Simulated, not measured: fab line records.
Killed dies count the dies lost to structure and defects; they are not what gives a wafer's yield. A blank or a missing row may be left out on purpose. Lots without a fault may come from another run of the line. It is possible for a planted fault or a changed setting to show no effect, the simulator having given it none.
Split-lot study	flow n5_finfet	on a route of 1938 steps: 7 lots, 39 wafers read

SPLIT DETAILS
At N5_DUMMY_GATE_ETCH_42 (etches SiO2 in CHF3/O2, target depth 3.5 nm, time 31 s), the setting bias_w was moved away from the recipe's 12 W on 15 of the 39 wafers read, by -14.3% to +17.9%. The other wafers ran this setting at the recipe's value.

Reading taken at the split's own step.

THE READING
rf_vpp_V, in V, at N5_DUMMY_GATE_ETCH_42 (etches SiO2 in CHF3/O2, target depth 3.5 nm, time 31 s). A value of 42.3 V with a standard deviation of 1.1 V is what fault-free wafers of this fab line usually give.

wafer	tool, chamber at the split	bias_w as run, W	against the recipe	rf_vpp_V, V	against lot-mates on the recipe
L076.1	rie_diel-03, 2	12	recipe	41.2	-
L076.2	rie_diel-03, 3	12	recipe	42.8	-
L076.3	rie_diel-03, 1	12.66	+5.5%	44.5	+2.5
L076.4	rie_diel-03, 0	12	recipe	42.0	-
L076.5	rie_diel-03, 1	12.66	+5.5%	43.9	+1.9
L076.6	rie_diel-03, 0	12.66	+5.5%	44.1	+2.1
L082.1	rie_diel-03, 1	12	recipe	40.4	-
L082.2	rie_diel-03, 0	12	recipe	42.7	-
L082.3	rie_diel-03, 3	12	recipe	44.1	-
L082.4	rie_diel-03, 2	12	recipe	42.2	-
L082.5	rie_diel-03, 1	12	recipe	42.9	-
L082.6	rie_diel-03, 0	12	recipe	42.1	-
L086.1	rie_diel-01, 2	14.15	+17.9%	49.2	+6.4
L086.2	rie_diel-01, 1	12	recipe	42.5	-
L086.3	rie_diel-01, 0	12	recipe	43.3	-
L086.4	rie_diel-01, 3	14.15	+17.9%	48.1	+5.3
L086.5	rie_diel-01, 0	14.15	+17.9%	48.1	+5.3
L086.6	rie_diel-01, 3	12	recipe	42.7	-
L087.1	rie_diel-01, 0	12	recipe	42.8	-
L087.2	rie_diel-01, 2	12	recipe	44.4	-
L087.3	rie_diel-01, 3	10.29	-14.3%	37.2	-6.2
L087.4	rie_diel-01, 1	12	recipe	42.9	-
L087.5	rie_diel-01, 2	10.29	-14.3%	39.3	-4.1
L087.6	rie_diel-01, 3	10.29	-14.3%	37.9	-5.5
L088.2	rie_diel-02, 0	12	recipe	42.5	-
L088.3	rie_diel-02, 3	12	recipe	41.2	-
L088.4	rie_diel-02, 2	12	recipe	41.4	-
L092.1	rie_diel-03, 2	11.3	-5.8%	38.6	-3.4
L092.2	rie_diel-03, 3	12	recipe	43.4	-
L092.3	rie_diel-03, 1	11.3	-5.8%	38.8	-3.2
L092.4	rie_diel-03, 0	11.3	-5.8%	40.8	-1.2
L092.5	rie_diel-03, 1	12	recipe	41.4	-
L092.6	rie_diel-03, 2	12	recipe	41.3	-
L095.1	rie_diel-01, 1	12	recipe	42.8	-
L095.2	rie_diel-01, 2	13.02	+8.5%	44.7	+2.3
L095.3	rie_diel-01, 0	12	recipe	43.2	-
L095.4	rie_diel-01, 3	12	recipe	41.2	-
L095.5	rie_diel-01, 2	13.02	+8.5%	47.7	+5.3
L095.6	rie_diel-01, 3	13.02	+8.5%	45.4	+3.0

THE FIT
A straight line over all 39 wafers: rf_vpp_V changes by +0.343 V for each +1% of bias_w; r = +0.92; the points scatter about the line by 1 V.
The same after taking each lot's own level away (the mean of its wafers on the recipe; 39 wafers): +0.353 V for each +1%; r = +0.94; scatter 0.92 V.
According to that fit, moving bias_w by its largest amount changes the reading by 6.3 V.
The span of the lots' own levels, 41.70 to 43.37 V, comes to 1.5 times the standard deviation stated above.
Hence the lot-to-lot level has little effect on the slope; both slopes agree.
Check: +6.26 V against its lot-mates is what the line predicts for one of the wafers moved furthest among these (+17.9%) when that wafer is left out of the fit. It came out at +6.37 V against them.
Tool readings at the split's step, against how far the setting was moved: rf_vpp_V r = +0.92.

OTHER SPLITS ON THESE WAFERS
These wafers also went through other splits before the reading. Each is held against what the fit with the lots' levels taken away leaves over:
other split on the same wafers	wafers away from the commonest value	r with rf_vpp_V (lot level and that fit taken away)
N5_WELL_APT_IMPLANT_14 energy_kev	15	+0.27
N5_FIN_SAQP_MANDREL_ETCH_22 target_depth_a	15	-0.04
N5_FIN_CUT_ETCH_21 time_s	15	+0.00
N5_DUMMY_GATE_ETCH_31 target_depth_a	15	+0.00

THE FILE'S OWN FIT
rf_vpp_V changes by +0.353 V for each +1% of bias_w, r = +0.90.
